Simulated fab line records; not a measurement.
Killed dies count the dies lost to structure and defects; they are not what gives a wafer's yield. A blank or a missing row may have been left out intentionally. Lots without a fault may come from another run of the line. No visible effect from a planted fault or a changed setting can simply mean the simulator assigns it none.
Split-lot experiment -- flow n5_finfet -- 21 wafers read across 7 lots, on a route 1938 steps long

== ABOUT THE SPLIT ==
At N5_PASSIVATION_VIA_ETCH_13 (etches SiO2 in CHF3/O2, target depth 660 nm, time 330 s), the setting source_w was moved away from the recipe's 650 W on 6 of the 21 wafers read, by -12.8% to +17.2%. This setting was run at the recipe's value on the other wafers.

The reading is taken at the split's own step.

== THE READING ==
rf_vpp_V, in V, at N5_PASSIVATION_VIA_ETCH_13 (etches SiO2 in CHF3/O2, target depth 660 nm, time 330 s). Fault-free wafers of this fab line usually give 521 V, standard deviation 10 V.

wafer,"tool, chamber at the split","source_w as run, W",against the recipe,"rf_vpp_V, V",against lot-mates on the recipe
L078.2,"rie_diel-04, 0",761.6,+17.2%,480,-38
L078.4,"rie_diel-04, 2",650,recipe,518,-
L078.5,"rie_diel-04, 0",650,recipe,518,-
L087.2,"rie_diel-03, 0",650,recipe,535,-
L087.5,"rie_diel-03, 0",650,recipe,534,-
L087.6,"rie_diel-03, 3",650,recipe,537,-
L088.1,"rie_diel-04, 1",650,recipe,515,-
L088.2,"rie_diel-04, 3",566.5,-12.8%,556,+42
L088.6,"rie_diel-04, 1",650,recipe,514,-
L090.2,"rie_diel-03, 0",650,recipe,536,-
L090.3,"rie_diel-03, 1",650,recipe,517,-
L090.5,"rie_diel-03, 0",650,recipe,537,-
L095.2,"rie_diel-04, 2",650,recipe,517,-
L095.3,"rie_diel-04, 0",650,recipe,519,-
L095.5,"rie_diel-04, 3",650,recipe,520,-
L096.1,"rie_diel-04, 1",650,recipe,515,-
L096.2,"rie_diel-04, 2",610.4,-6.1%,534,+19
L096.6,"rie_diel-04, 2",610.4,-6.1%,532,+17
L097.3,"rie_diel-04, 2",735.1,+13.1%,487,-33
L097.4,"rie_diel-04, 2",735.1,+13.1%,487,-33
L097.5,"rie_diel-04, 3",650,recipe,520,-

THE FIT
A straight line over all 21 wafers: rf_vpp_V changes by -2.53 V for each +1% of source_w; r = -0.90; the points scatter about the line by 8.2 V.
The same after taking each lot's own level away (the mean of its wafers on the recipe; 21 wafers): -2.61 V for each +1%; r = -0.97; scatter 4.4 V.
According to that fit, moving source_w by its largest amount changes the reading by 45 V.
The span of the lots' own levels, 514.5 to 535.3 V, comes to 2.1 times the standard deviation stated above.
So the lot-to-lot level changes the slope little: the two slopes agree.
Check: with one of the wafers moved furthest among these (+17.2%) left out of the fit, the line predicts -47 V for it against its lot-mates. Against them it came out at -38 V.
Tool readings at the split's step, against how far the setting was moved: etch_rf_on_time_s r = -0.83; rf_vpp_V r = -0.90.

== THE OTHER SPLITS THESE WAFERS WENT THROUGH ==
Before the reading, these wafers also passed through other splits. Each is held against what the fit with the lots' levels taken away leaves over:
other split on the same wafers,wafers away from the commonest value,r with rf_vpp_V (lot level and that fit taken away)
N5_BEOL_M11_DESCUM_16 time_s,9,-0.03
N5_BEOL_M11_ETCH_62 time_s,6,-0.04
N5_BEOL_M11_COAT_22 spin_rpm,4,-0.08
N5_BEOL_M11_ETCH_66 time_s,8,+0.07
N5_BEOL_M12_COAT_22 spin_rpm,6,-0.06
N5_BEOL_M13_COAT_65 spin_rpm,6,-0.08
N5_BEOL_M14_DEP_53 time_s,9,-0.05
N5_BEOL_M15_PEB_26 peb_time_s,7,-0.02
N5_BEOL_M15_DEVELOP_27 develop_time_s,9,-0.14

== THE WHOLE CHAIN: every reading that the file lists as answering this split, in the file's order ==
step,what it does,reading,change (the file's fit),r (the file's)
N5_PASSIVATION_VIA_ETCH_13,"etches SiO2 in CHF3/O2, target depth 660 nm, time 330 s",etch_rf_on_time_s,withheld for each +1% of the setting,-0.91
N5_PASSIVATION_VIA_ETCH_13,"etches SiO2 in CHF3/O2, target depth 660 nm, time 330 s",rf_vpp_V,-2.6 V for each +1% of the setting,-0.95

== FILE'S OWN FIT ==
rf_vpp_V changes by -2.6 V for each +1% of source_w, r = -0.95.
